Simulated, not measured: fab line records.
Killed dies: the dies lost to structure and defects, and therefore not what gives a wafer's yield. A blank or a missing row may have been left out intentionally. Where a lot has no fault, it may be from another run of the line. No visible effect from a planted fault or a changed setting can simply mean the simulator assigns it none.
Chamber matching -- flow n5 finfet -- rie diel-03 running N5_BEOL_M3_STRIP_19: 4 sister chambers
The step strips in O2. 4 wafers are shown with their chamber, then 12 later ones without.

EACH WAFER AND ITS CHAMBER
wafer,chamber,showerhead plenum p Torr (Torr)
L087.6,0,2.22
L090.1,3,2.23
L090.4,2,1.99
L090.6,1,2.18

WAFERS WITHOUT THEIR CHAMBER
wafer,showerhead plenum p Torr (Torr)
L091.1,2.23
L091.2,2.22
L091.4,1.99
L093.4,2.23
L093.5,2.17
L093.6,2.22
L094.2,2.25
L094.4,2.22
L094.5,2.23
L096.1,2.17
L096.2,2.22
L096.4,2.23

EACH ONE'S CHAMBER
wafer,from the rows above,in truth
L091.1,can't be placed: 3 or 0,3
L091.2,can't be placed: 0 or 3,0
L091.4,2,2
L093.4,can't be placed: 3 or 0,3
L093.5,1,1
L093.6,can't be placed: 0 or 3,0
L094.2,can't be placed: 3 or 0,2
L094.4,can't be placed: 0 or 3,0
L094.5,can't be placed: 3 or 0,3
L096.1,1,1
L096.2,can't be placed: 0 or 3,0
L096.4,can't be placed: 3 or 0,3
Correctly placed: 3 of 12. Can't be placed from these rows: 9 (the true chamber is among the candidates in 8). Placed wrongly: 0.
How it was worked out, from the rows above alone: a wafer's distance from a chamber is the root of the sum, over the readings, of the square of ((its reading less the chamber's mean) divided by the reading's scatter). The wafer belongs to the nearest chamber; if the next one is less than 2 further off, it can't be placed. A chamber's mean is the mean of its shown wafers. The scatter: root of mean squared gap, hidden wafer to nearest shown wafer, with one shown wafer a chamber.
